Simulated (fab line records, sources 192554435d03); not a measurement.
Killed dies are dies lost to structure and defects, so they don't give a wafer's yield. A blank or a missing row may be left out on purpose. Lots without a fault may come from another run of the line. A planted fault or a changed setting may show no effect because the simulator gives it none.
fab line records | flow n5_finfet | part 1 of 2: steps 1 to 21 of 28
record lots=5 wafers=15 last_day=16
route steps=1938 shown BEOL_M4@1021
lots that met no fault: from a run of the same line without faults
start_h: hours from the record's first day to the start of the lot's first wafer shown | wait_h: hours since the lot's step before | " the same as in the row above | L1.1+2: a row that stands for several wafers | - no value, or no start given | * or withheld: withheld | < > ~ a bound
route shown NAME@n: a module of which the file shows steps, and the number in the route of the first | usual: mean/standard deviation of fault-free wafers | same: alike in all rows | chamber/n: place in a boat | sites: the reading at each site | _std_site: their standard deviation | _edge_site: outer sites' mean less inner sites' | radius_mm: how far each site lies from the wafer's centre | mask NAME#n: copy n | behind: the tool/chamber that last shaped the wafer | hold: why the lot was held/for how many hours/how that ended | device: the transistor (n, p or np) that didn't switch | end of line: the same wafers' tests at the end of the route | a step without rows: its recipe alone | killed: dies lost to structure and defects at the first sort, not the wafer's yield | map: a wafer's dies, x killed, . not, _ none there
set.NAME: the setting as run; set.NAME@STEP: as run at that earlier step | model.NAME: the simulator's own value behind a step, which no gauge read
lots at some steps of the route; a table a step, a row a wafer
services: from which hour (start_h, from the record's first day; less than 0 if before it) a tool's chamber was out of use, for how many hours, and why
## steps
# step N5_BEOL_M4_ILD_DEP_00
# recipe material=SiOC target_thk_a=790 temp_c=350 precursor=DEMS/O2 pressure_torr=5 rf_w=500 time_s=15.3
# usual heater_power_outer_w=276/52 heater_power_w=498/79 showerhead_plenum_p_Torr=5.695/0.0096 throttle_valve_pct=11.9/0.41
# columns lot.wafer tool chamber start_h wait_h heater_power_outer_w heater_power_w showerhead_plenum_p_Torr throttle_valve_pct
L078.1 pecvd-03 1 188.18 0.0 302 597 5.697 11.9
L078.3 " 1 " " 317 600 5.705 12.2
L078.6 " 1 " " 313 600 5.698 12.0
L085.3 pecvd-02 1 219.10 0.0 147 320 5.694 12.2
L085.4 " 1 " " 152 327 5.701 12.0
L085.5 " 2 " " 340 531 5.697 11.5
L083.2 pecvd-01 1 219.75 0.0 258 426 5.694 12.5
L083.3 " 2 " " 281 501 5.698 11.6
L083.4 " 2 " " 281 501 5.695 11.7
L086.1 pecvd-03 2 240.73 0.0 216 427 5.704 12.0
L086.2 " 1 " " 329 634 5.700 12.1
L086.6 " 0 " " 287 517 5.716 11.5
L087.1 pecvd-01 2 260.02 0.0 255 476 5.699 11.8
L087.2 " 1 " " 270 429 5.686 12.1
L087.4 " 0 " " 325 597 5.696 11.9
# step N5_BEOL_M4_THK_MEAS_01
# recipe reads=SiOC_of_BEOL_M4_ILD_DEP_00
# usual M4_ILD_THK=79.2/1.1
# columns lot.wafer tool chamber start_h wait_h M4_ILD_THK[nm]
L078.1 film_metro-01 - 188.26 0.1 78.3
L078.3 " - " " 79.5
L078.6 " - " " 79.3
L085.3 film_metro-01 - 219.16 0.1 79.0
L085.4 " - " " 80.7
L085.5 " - " " 80.4
L083.2 film_metro-01 - 219.81 0.1 78.3
L083.3 " - " " 77.4
L083.4 " - " " 79.2
L086.1 film_metro-01 - 240.79 0.0 78.2
L086.2 " - " " 78.4
L086.6 " - " " 79.9
L087.1 film_metro-02 - 260.08 0.0 77.7
L087.2 " - " " 78.1
L087.4 " - " " 80.4
# step N5_BEOL_M4_PECVD_72
# recipe material=SiO2 target_thk_a=160 temp_c=400 precursor=TEOS/O2 pressure_torr=5.5 rf_w=450 teos_flow_sccm=53.8 gas=O2 flow_sccm=3000 time_s=18
# usual heater_power_outer_w=456/67 heater_power_w=750/110 showerhead_plenum_p_Torr=8.79/0.031 throttle_valve_pct=22.2/0.62
# columns lot.wafer tool chamber start_h wait_h heater_power_outer_w heater_power_w showerhead_plenum_p_Torr throttle_valve_pct
L078.1 pecvd-02 1 188.30 0.0 327 587 8.75 22.9
L078.3 " 0 " " 429 810 8.81 21.3
L078.6 " 1 " " 318 576 8.73 22.9
L085.3 pecvd-01 2 219.20 0.0 495 787 8.84 21.7
L085.4 " 1 " " 461 692 8.75 22.5
L085.5 " 2 " " 478 773 8.82 21.7
L083.2 pecvd-02 2 219.85 0.0 542 776 8.80 21.2
L083.3 " 1 " " 330 594 8.75 22.8
L083.4 " 1 " " 332 579 8.75 22.9
L086.1 pecvd-02 0 240.83 0.0 475 821 8.81 21.5
L086.2 " 2 " " 461 656 8.80 21.2
L086.6 " 0 " " 498 844 8.82 21.8
L087.1 pecvd-03 2 260.12 0.0 338 572 8.79 21.8
L087.2 " 1 " " 550 961 8.82 23.0
L087.4 " 1 " " 546 939 8.82 22.7
# step N5_BEOL_M4_HM_DEP_02
# recipe material=TiN target_thk_a=200 temp_c=25 chamber_pressure_pa=0.49996
# usual substrate_temp_c=25.00/0.11 throttle_valve_pct=30.2/1
# columns lot.wafer tool chamber start_h wait_h substrate_temp_c throttle_valve_pct
L078.1 pvd_sputter-02 - 190.54 2.2 24.98 28.4
L078.3 " - " " 24.94 29.4
L078.6 " - " " 24.93 29.7
L085.3 pvd_sputter-03 - 221.39 2.2 24.88 31.3
L085.4 " - " " 25.16 30.4
L085.5 " - " " 25.01 31.4
L083.2 pvd_sputter-03 - 222.11 2.2 25.16 30.5
L083.3 " - " " 25.14 30.9
L083.4 " - " " 24.90 29.4
L086.1 pvd_sputter-03 - 242.87 2.0 25.10 31.3
L086.2 " - " " 25.01 29.3
L086.6 " - " " 25.04 30.4
L087.1 pvd_sputter-01 - 261.33 1.2 25.10 29.5
L087.2 " - " " 24.68 31.8
L087.4 " - " " 25.13 30.8
# step N5_BEOL_M4_COAT_61
# recipe resist=SOC temp_c=250 time_s=60 spin_rpm=1500 resist_thk_nm=60
# usual dispense_pressure_kPa=49.6/0.8 spin_speed_rpm=1499.9/0.79
# columns lot.wafer tool chamber start_h wait_h dispense_pressure_kPa spin_speed_rpm
L078.1 litho_track-03 0 190.67 0.1 48.5 1499.5
L078.3 " 0 " " 48.5 1500.7
L078.6 " 0 " " 48.5 1501.9
L085.3 litho_track-02 0 221.52 0.1 50.5 1500.5
L085.4 " 0 " " 50.6 1500.7
L085.5 " 0 " " 50.5 1500.3
L083.2 litho_track-04 0 222.25 0.1 49.7 1499.5
L083.3 " 0 " " 49.7 1498.8
L083.4 " 0 " " 49.7 1499.8
L086.1 litho_track-02 0 243.00 0.1 50.5 1498.2
L086.2 " 0 " " 50.6 1499.9
L086.6 " 0 " " 50.5 1500.8
L087.1 litho_track-02 0 261.46 0.1 50.6 1500.3
L087.2 " 0 " " 50.5 1499.6
L087.4 " 0 " " 50.5 1500.0
# step N5_BEOL_M4_COAT_62
# recipe resist=SiARC temp_c=220 time_s=60 spin_rpm=1500 resist_thk_nm=12
# usual dispense_pressure_kPa=49.6/0.81 spin_speed_rpm=1500.1/1
# columns lot.wafer tool chamber start_h wait_h dispense_pressure_kPa spin_speed_rpm
L078.1 litho_track-03 0 - - 48.5 1499.8
L078.3 " 0 " " 48.5 1501.9
L078.6 " 0 " " 48.5 1501.5
L085.3 litho_track-02 0 - - 50.5 1499.9
L085.4 " 0 " " 50.5 1499.4
L085.5 " 0 " " 50.5 1498.9
L083.2 litho_track-04 0 - - 49.7 1498.9
L083.3 " 0 " " 49.7 1499.7
L083.4 " 0 " " 49.7 1500.5
L086.1 litho_track-02 0 - - 50.6 1500.6
L086.2 " 0 " " 50.6 1501.2
L086.6 " 0 " " 50.5 1499.1
L087.1 litho_track-02 0 - - 50.6 1500.8
L087.2 " 0 " " 50.6 1500.2
L087.4 " 0 " " 50.6 1499.6
# step N5_BEOL_M4_COAT_73
# recipe resist=underlayer temp_c=205 time_s=60 spin_rpm=1500 resist_thk_nm=5
# usual dispense_pressure_kPa=49.7/0.81 spin_speed_rpm=1499.8/0.86
# columns lot.wafer tool chamber start_h wait_h dispense_pressure_kPa spin_speed_rpm
L078.1 litho_track-03 0 - - 48.5 1499.4
L078.3 " 0 " " 48.5 1500.2
L078.6 " 0 " " 48.4 1499.6
L085.3 litho_track-02 0 - - 50.6 1499.2
L085.4 " 0 " " 50.6 1499.9
L085.5 " 0 " " 50.6 1499.8
L083.2 litho_track-04 0 - - 49.7 1501.0
L083.3 " 0 " " 49.8 1501.5
L083.4 " 0 " " 49.7 1500.8
L086.1 litho_track-02 0 - - 50.5 1499.4
L086.2 " 0 " " 50.5 1500.3
L086.6 " 0 " " 50.5 1499.4
L087.1 litho_track-02 0 - - 50.6 1500.9
L087.2 " 0 " " 50.6 1499.9
L087.4 " 0 " " 50.6 1499.3
# step N5_BEOL_M4_COAT_05
# recipe resist=CAR-EUV spin_rpm=1500 resist_thk_nm=30
# usual dispense_pressure_kPa=49.7/0.81 spin_speed_rpm=1499.9/0.96
# columns lot.wafer tool chamber start_h wait_h dispense_pressure_kPa spin_speed_rpm
L078.1 litho_track-03 0 - - 48.6 1500.8
L078.3 " 0 " " 48.6 1498.9
L078.6 " 0 " " 48.6 1500.4
L085.3 litho_track-02 0 - - 50.7 1501.6
L085.4 " 0 " " 50.7 1501.0
L085.5 " 0 " " 50.6 1500.7
L083.2 litho_track-04 0 - - 49.7 1500.1
L083.3 " 0 " " 49.7 1500.4
L083.4 " 0 " " 49.7 1500.4
L086.1 litho_track-02 0 - - 50.6 1500.1
L086.2 " 0 " " 50.6 1501.2
L086.6 " 0 " " 50.6 1499.1
L087.1 litho_track-02 0 - - 50.6 1499.8
L087.2 " 0 " " 50.6 1500.6
L087.4 " 0 " " 50.5 1500.0
# step N5_BEOL_M4_EBR_07
# recipe solvent=PGMEA ebr_width_mm=1.5
# columns lot.wafer tool chamber start_h wait_h
L078.1+3+6 litho_track-03 0 - -
L085.3+4+5 litho_track-02 0 - -
L083.2+3+4 litho_track-04 0 - -
L086.1+2+6 litho_track-02 0 - -
L087.1+2+4 litho_track-02 0 - -
# step N5_BEOL_M4_SOFTBAKE_06
# recipe temp_c=110 time_s=60 resist=CAR-EUV
# columns lot.wafer tool chamber start_h wait_h
L078.1+3+6 litho_track-03 0 - -
L085.3+4+5 litho_track-02 0 - -
L083.2+3+4 litho_track-04 0 - -
L086.1+2+6 litho_track-02 0 - -
L087.1+2+4 litho_track-02 0 - -
# step N5_BEOL_M4_EXPOSE_08
# recipe mask_id=M4 na=0.33 source_shape=dipole sigma_inner=0.369 sigma_outer=0.767 polarization=unpolarized dose_mj=41.25
# columns lot.wafer tool chamber start_h wait_h mask
L078.1+3+6 euv_scanner-01 0 190.93 - M4#0
L085.3+4+5 euv_scanner-01 0 221.67 - M4#0
L083.2+3+4 euv_scanner-02 0 222.42 - M4#0
L086.1+2+6 euv_scanner-02 0 243.13 - M4#0
L087.1+2+4 euv_scanner-01 0 261.63 - M4#0
# step N5_BEOL_M4_PEB_09
# recipe peb_temp_c=100 peb_time_s=60 resist=CAR-EUV
# columns lot.wafer tool chamber start_h wait_h
L078.1+3+6 litho_track-02 0 190.99 0.1
L085.3+4+5 litho_track-02 0 221.73 0.0
L083.2+3+4 litho_track-03 0 222.48 0.1
L086.1+2+6 litho_track-03 0 243.20 0.1
L087.1+2+4 litho_track-03 0 261.70 0.1
# step N5_BEOL_M4_DEVELOP_10
# recipe develop_time_s=30 developer=TMAH resist=CAR-EUV rinse_liquid=surfactant_rinse dry=air_spin dev_temp_c=23
# columns lot.wafer tool chamber start_h wait_h
L078.1+3+6 litho_track-02 0 - -
L085.3+4+5 litho_track-02 0 - -
L083.2+3+4 litho_track-03 0 - -
L086.1+2+6 litho_track-03 0 - -
L087.1+2+4 litho_track-03 0 - -
# step N5_BEOL_M4_CD_MEAS_11
# recipe target_cd_nm=16.79 landing_energy_ev=500 detector=se_inlens polarity=opening
# usual cd_nm=16.91/0.24
# columns lot.wafer tool chamber start_h wait_h cd_nm
L078.1 cd_sem-01 0 191.06 - 16.76
L078.3 " 0 " " 16.99
L078.6 " 0 " " 16.64
L085.3 cd_sem-02 0 221.79 - 16.89
L085.4 " 0 " " 16.67
L085.5 " 0 " " 16.50
L083.2 cd_sem-01 0 222.55 - 17.08
L083.3 " 0 " " 16.75
L083.4 " 0 " " 16.59
L086.1 cd_sem-01 0 243.27 - 17.18
L086.2 " 0 " " 17.26
L086.6 " 0 " " 17.00
L087.1 cd_sem-01 0 261.76 - 17.59
L087.2 " 0 " " 16.91
L087.4 " 0 " " 17.21
# step N5_BEOL_M4_OVL_MEAS_12
# recipe points_per_wafer=522
# usual M4_OVL=-0.1/0.73
# columns lot.wafer tool chamber start_h wait_h M4_OVL[nm]
L078.1 overlay-02 0 191.09 0.0 -0.1
L078.3 " 0 " " 0.1
L078.6 " 0 " " 0.3
L085.3 overlay-01 0 221.83 0.0 0.5
L085.4 " 0 " " 0.2
L085.5 " 0 " " 0.6
L083.2 overlay-02 0 222.59 0.0 -0.9
L083.3 " 0 " " -0.4
L083.4 " 0 " " -0.8
L086.1 overlay-01 0 243.30 0.0 0.7
L086.2 " 0 " " 0.0
L086.6 " 0 " " -0.2
L087.1 overlay-02 0 261.79 0.0 -1.3
L087.2 " 0 " " -0.8
L087.4 " 0 " " 0.3
# step N5_BEOL_M4_INSPECT_13
# recipe mode=adi inspect_instrument=brightfield
# usual raw_defect_count=404/92
# columns lot.wafer tool chamber start_h wait_h raw_defect_count
L078.1 defect_inspect-01 - 191.15 0.1 362
L078.3 " - " " 407
L078.6 " - " " 385
L085.3 defect_inspect-02 - 221.88 0.0 354
L085.4 " - " " 329
L085.5 " - " " 326
L083.2 defect_inspect-01 - 222.64 0.0 411
L083.3 " - " " 408
L083.4 " - " " 424
L086.1 defect_inspect-01 - 243.36 0.1 256
L086.2 " - " " 323
L086.6 " - " " 365
L087.1 defect_inspect-01 - 261.85 0.1 242
L087.2 " - " " 424
L087.4 " - " " 371
# step N5_BEOL_M4_DESCUM_16
# recipe chemistry=O2 time_s=7 source_power_w=50 bias_power_w=20 pressure_mtorr=20 rf_frequency_hz=2.712e+07 temp_c=40 resist=CAR-EUV o2_flow_sccm=225
# usual bias_power_w=19.98/0.057 drypump_motor_current_A=5.7/0.41 oes_product_au=0.78/0.088 rf_vpp_V=243.4/1.4 showerhead_plenum_p_Torr=2.10/0.083 throttle_valve_pct=20.30/0.19
# columns lot.wafer tool chamber start_h wait_h bias_power_w drypump_motor_current_A oes_product_au rf_hours_counter_h rf_vpp_V showerhead_plenum_p_Torr throttle_valve_pct
L078.1 rie_diel-04 3 191.52 0.4 20.05 5.8 0.74 163 242.9 2.07 20.14
L078.3 " 0 " " 19.96 5.7 0.93 23 244.7 2.22 20.09
L078.6 " 2 " " 20.09 5.8 0.83 - 241.6 2.03 20.16
L085.3 rie_diel-04 2 222.81 0.9 19.92 5.8 0.82 84 243.3 2.03 20.18
L085.4 " 0 " " 20.00 5.7 0.90 - 244.9 2.21 20.13
L085.5 " 2 " " 19.97 5.7 0.81 - 241.8 2.03 20.17
L083.2 rie_diel-04 3 225.66 3.0 19.90 5.8 0.73 180 242.2 2.06 20.16
L083.3 " 0 " " 19.94 5.7 0.90 39 244.9 2.21 20.12
L083.4 " 3 " " 19.95 5.8 0.73 - 243.3 2.06 20.15
L086.1 rie_diel-02 2 243.39 0.0 20.01 5.9 0.67 251 240.6 1.96 20.70
L086.2 " 1 " " 20.06 5.7 0.75 160 242.8 2.00 20.31
L086.6 " 2 " " 20.05 5.9 0.66 - 241.2 1.96 20.69
L087.1 rie_diel-04 2 261.89 0.0 19.91 5.8 0.79 103 242.6 2.02 20.21
L087.2 " 1 " " 19.98 6.4 0.70 239 244.1 2.13 20.47
L087.4 " 0 " " 20.01 5.7 0.88 56 244.2 2.20 20.15
# step N5_BEOL_M4_ETCH_74
# recipe chemistry=N2/H2 target=underlayer target_depth_a=65 mask_material=CAR-EUV time_s=5.2 ion_energy_ev=200 pressure_mtorr=30 source_w=840 bias_w=150 n2_flow_sccm=200 h2_flow_sccm=200 ends=cleared
# usual drypump_motor_current_A=5.7/0.41 etch_rf_on_time_s=5.20/0.11 oes_product_au=0.67/0.073 rf_vpp_V=524/3.1 showerhead_plenum_p_Torr=2.56/0.1 throttle_valve_pct=17.82/0.18
# columns lot.wafer tool chamber start_h wait_h drypump_motor_current_A etch_rf_on_time_s oes_product_au rf_hours_counter_h rf_vpp_V showerhead_plenum_p_Torr throttle_valve_pct
L078.1 rie_diel-04 3 191.56 0.0 5.8 5.14 0.64 163 525 2.55 17.92
L078.3 " 0 " " 5.7 5.19 0.78 23 528 2.72 17.71
L078.6 " 2 " " 5.8 5.24 0.70 - 523 2.47 17.53
L085.3 rie_diel-04 2 222.85 0.0 5.7 5.24 0.69 84 523 2.47 17.53
L085.4 " 0 " " 5.7 5.14 0.78 - 528 2.71 17.76
L085.5 " 2 " " 5.8 5.27 0.69 - 522 2.47 17.53
L083.2 rie_diel-04 3 225.69 0.0 5.8 5.17 0.63 180 522 2.54 17.95
L083.3 " 0 " " 5.7 5.19 0.77 39 530 2.71 17.76
L083.4 " 3 " " 5.8 5.18 0.62 - 523 2.54 17.94
L086.1 rie_diel-02 2 243.42 0.0 5.9 5.41 0.57 251 520 2.40 18.26
L086.2 " 1 " " 5.6 5.17 0.65 160 522 2.44 17.82
L086.6 " 2 " " 5.9 5.41 0.57 - 520 2.40 18.27
L087.1 rie_diel-04 2 261.92 0.0 5.8 5.32 0.67 103 522 2.46 17.59
L087.2 " 1 " " 6.4 5.33 0.60 239 524 2.60 18.00
L087.4 " 0 " " 5.7 5.19 0.74 56 527 2.70 17.79
# step N5_BEOL_M4_ETCH_63
# recipe chemistry=CF4 target=SiARC target_depth_a=156 mask_material=CAR-EUV time_s=26 ion_energy_ev=80 pressure_mtorr=40 source_w=545 bias_w=36 Ar_flow_sccm=100 cf4_flow_sccm=100 ends=cleared
# usual drypump_motor_current_A=5.7/0.41 etch_rf_on_time_s=25.9/0.56 mfc_ar_sccm=100.0/0.34 oes_product_au=0.67/0.074 rf_vpp_V=184.2/1.3 showerhead_plenum_p_Torr=2.16/0.077 throttle_valve_pct=15.56/0.19
# columns lot.wafer tool chamber start_h wait_h drypump_motor_current_A etch_rf_on_time_s mfc_ar_sccm oes_product_au rf_hours_counter_h rf_vpp_V showerhead_plenum_p_Torr throttle_valve_pct
L078.1 rie_diel-04 3 191.57 0.0 5.8 25.5 99.7 0.64 163 184.4 2.14 15.55
L078.3 " 0 " " 5.7 25.5 100.4 0.80 23 185.6 2.26 15.30
L078.6 " 2 " " 5.7 25.7 99.9 0.71 - 182.8 2.10 15.45
L085.3 rie_diel-04 2 222.86 0.0 5.7 26.0 99.7 0.70 84 183.6 2.09 15.48
L085.4 " 0 " " 5.7 25.9 99.5 0.77 - 186.8 2.26 15.33
L085.5 " 2 " " 5.7 26.2 99.8 0.70 - 184.0 2.09 15.50
L083.2 rie_diel-04 3 225.71 0.0 5.8 25.8 100.0 0.62 180 184.5 2.14 15.56
L083.3 " 0 " " 5.7 26.0 99.8 0.77 39 185.9 2.26 15.33
L083.4 " 3 " " 5.8 26.0 99.9 0.63 - 182.7 2.14 15.58
L086.1 rie_diel-02 2 243.44 0.0 5.9 26.3 100.2 0.57 251 181.0 2.02 15.99
L086.2 " 1 " " 5.7 25.7 99.7 0.65 160 182.7 2.06 15.56
L086.6 " 2 " " 5.9 26.5 100.1 0.57 - 181.5 2.02 15.99
L087.1 rie_diel-04 2 261.94 0.0 5.8 26.4 99.9 0.68 103 182.9 2.09 15.52
L087.2 " 1 " " 6.4 26.6 100.0 0.59 239 184.2 2.19 15.84
L087.4 " 0 " " 5.7 25.9 100.4 0.74 56 186.1 2.25 15.38
# step N5_BEOL_M4_ETCH_64
# recipe chemistry=N2/H2 target=SOC target_depth_a=750 overetch_a=225 mask_material=SiARC temp_c=40 time_s=121.9 ion_energy_ev=200 pressure_mtorr=30 source_w=840 bias_w=150 n2_flow_sccm=200 h2_flow_sccm=200
# usual drypump_motor_current_A=5.7/0.41 oes_product_au=0.59/0.062 rf_vpp_V=524.2/2.8 showerhead_plenum_p_Torr=2.56/0.1 throttle_valve_pct=17.78/0.18
# columns lot.wafer tool chamber start_h wait_h drypump_motor_current_A oes_product_au rf_hours_counter_h rf_vpp_V showerhead_plenum_p_Torr throttle_valve_pct
L078.1 rie_diel-04 3 191.60 0.0 5.8 0.57 163 523.3 2.54 17.89
L078.3 " 0 " " 5.7 0.70 23 529.2 2.72 17.68
L078.6 " 2 " " 5.8 0.63 - 521.0 2.47 17.47
L085.3 rie_diel-04 2 222.89 0.0 5.8 0.63 84 521.5 2.47 17.50
L085.4 " 0 " " 5.7 0.69 - 527.9 2.71 17.71
L085.5 " 2 " " 5.8 0.62 - 521.3 2.47 17.50
L083.2 rie_diel-04 3 225.74 0.0 5.8 0.56 180 523.3 2.54 17.93
L083.3 " 0 " " 5.7 0.68 39 528.2 2.71 17.72
L083.4 " 3 " " 5.8 0.55 - 522.4 2.54 17.91
L086.1 rie_diel-02 2 243.47 0.0 5.9 0.52 251 519.6 2.40 18.23
L086.2 " 1 " " 5.7 0.58 160 521.8 2.44 17.75
L086.6 " 2 " " 5.9 0.51 - 520.7 2.40 18.23
L087.1 rie_diel-04 2 261.97 0.0 5.7 0.60 103 521.2 2.46 17.54
L087.2 " 1 " " 6.4 0.54 239 525.0 2.60 17.95
L087.4 " 0 " " 5.7 0.66 56 527.7 2.70 17.74
# step N5_BEOL_M4_STRIP_65
# recipe chemistry=N2/H2 temp_c=40 n2_flow_sccm=200 h2_flow_sccm=200 rf_frequency_hz=6e+07
# columns lot.wafer tool chamber start_h wait_h
L078.1+3+6 rie_diel-04 3,0,2 191.71 0.1
L085.3+4+5 rie_diel-04 2,0,2 223.00 0.1
L083.2+3+4 rie_diel-04 3,0,3 225.85 0.1
L086.1+2+6 rie_diel-02 2,1,2 243.58 0.1
L087.1+2+4 rie_diel-04 2,1,0 262.08 0.1
